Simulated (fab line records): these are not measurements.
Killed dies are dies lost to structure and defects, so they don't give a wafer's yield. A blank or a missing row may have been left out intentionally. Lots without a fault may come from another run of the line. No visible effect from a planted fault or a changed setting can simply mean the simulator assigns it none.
Which tool was responsible? :: flow n5-finfet :: Sampling: 6 lots, 17 wafers, 2 of 1938 route steps

WHAT EACH GAUGE READ, for each wafer
N5_BEOL_M9_OVL_MEAS_12.
lot: L911
measured: day 10 02:39
on: overlay-01
M9_OVL (nm): 0.1 -1.1 -0.4

lot: L915
measured: day 10 20:48
on: overlay-01
M9_OVL (nm): -1.2 -1.3 0.0

lot: L918
measured: day 11 20:47
on: overlay-02
M9_OVL (nm): 0.0 -0.3

lot: L923
measured: day 13 08:43
on: overlay-01
M9_OVL (nm): 0.0 0.5 -0.1

lot: L926
measured: day 14 00:15
on: overlay-02
M9_OVL (nm): -0.1 -1.0 0.1

lot: L932
measured: day 15 04:31
on: overlay-01
M9_OVL (nm): 13.7 12.3 13.8

WHAT TOOL EACH LOT RAN ON (gives the tool, then ch and the chambers of the sampled wafers, and finally the start)
lot: L911
N5_BEOL_M9_EXPOSE_08: arfi-scanner-01 ch 0, day 10 02:30

lot: L915
N5_BEOL_M9_EXPOSE_08: arfi-scanner-03 ch 0, day 10 20:39

lot: L918
N5_BEOL_M9_EXPOSE_08: arfi-scanner-03 ch 0, day 11 20:38

lot: L923
N5_BEOL_M9_EXPOSE_08: arfi-scanner-03 ch 0, day 13 08:34

lot: L926
N5_BEOL_M9_EXPOSE_08: arfi-scanner-01 ch 0, day 14 00:05

lot: L932
N5_BEOL_M9_EXPOSE_08: arfi-scanner-02 ch 0, day 15 04:21
- N5_BEOL_M9_EXPOSE_08: exposes mask M9.

THE ANSWER, worked out from the rows above alone
Rule: the usual values come from the lots themselves. Put in order of their means at a reading, lots are off if they are a third of the lots or fewer, leave a main group of 4 or more, and stand apart from it by a gap of 3 or more times the standard deviation of the main group's means; of several such gaps the widest counts. If all means in a main group match to the digits the tables above print for the reading, that group is not used. A lot without any number at a reading at which 4 lots or more have one is off too. The other lots that the step has rows for count as sound.
Off: L932, seen at N5_BEOL_M9_OVL_MEAS_12 (M9_OVL). Main group: mean -0.3 nm, sd 0.32.
If a tool, at a process step before that reading, ran all the lots that are off and no sound lot after the first of them, it fits. Gauges at N5_BEOL_M9_OVL_MEAS_12: tried the same way as those tools. Can't be told from this: 2 tools fit, arfi-scanner-02 at N5_BEOL_M9_EXPOSE_08, overlay-01 at N5_BEOL_M9_OVL_MEAS_12.

WHAT THE SIMULATOR HAD INSERTED
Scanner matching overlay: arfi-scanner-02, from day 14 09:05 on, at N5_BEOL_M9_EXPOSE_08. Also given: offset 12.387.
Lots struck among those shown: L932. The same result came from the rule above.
